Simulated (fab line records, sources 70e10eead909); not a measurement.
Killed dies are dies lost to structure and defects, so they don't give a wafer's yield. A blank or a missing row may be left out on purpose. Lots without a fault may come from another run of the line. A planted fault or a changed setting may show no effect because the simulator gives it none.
Chamber matching | flow nand_harc | NHARC_P_GATE_DESCUM_48 on rie_diel-07: 4 sister chambers
The step chemistry O2, time 3 s. 4 wafers are shown with their chamber, then 10 later ones without.

WAFERS WITH THEIR CHAMBER
wafer  | chamber | drypump_motor_current_A (A)
L082.4 | 2       | 5.5
L083.2 | 0       | 6.5
L085.3 | 1       | 5.3
L085.5 | 3       | 6.2

WAFERS WITHOUT THEIR CHAMBER
wafer  | drypump_motor_current_A (A)
L085.6 | 6.5
L089.1 | 6.2
L089.3 | 5.3
L089.5 | 5.3
L092.2 | 5.4
L092.3 | 6.2
L092.4 | 6.5
L094.2 | 5.4
L094.4 | 6.2
L094.5 | 5.4

WHICH CHAMBER EACH WENT THROUGH
wafer  | from the rows above     | in truth
L085.6 | 0                       | 0
L089.1 | 3                       | 3
L089.3 | 1                       | 1
L089.5 | 1                       | 1
L092.2 | can't be placed: 2 or 1 | 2
L092.3 | 3                       | 3
L092.4 | 0                       | 0
L094.2 | can't be placed: 2 or 1 | 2
L094.4 | 3                       | 3
L094.5 | can't be placed: 2 or 1 | 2
Placed correctly: 7 of 10. Can't be placed from these rows: 3 (the true chamber is among the candidates in 3). Placed wrongly: 0.
How it was worked out, from the rows above alone: a wafer's distance from a chamber is the root of the sum, over the readings, of the square of ((its reading less the chamber's mean) divided by the reading's scatter). The wafer belongs to the nearest chamber; if the next one is less than 2 further off, it can't be placed. A chamber's mean is the mean of its shown wafers. The scatter: with one shown wafer a chamber, the root of the mean of the squares of how far each hidden wafer lies from its nearest shown one.
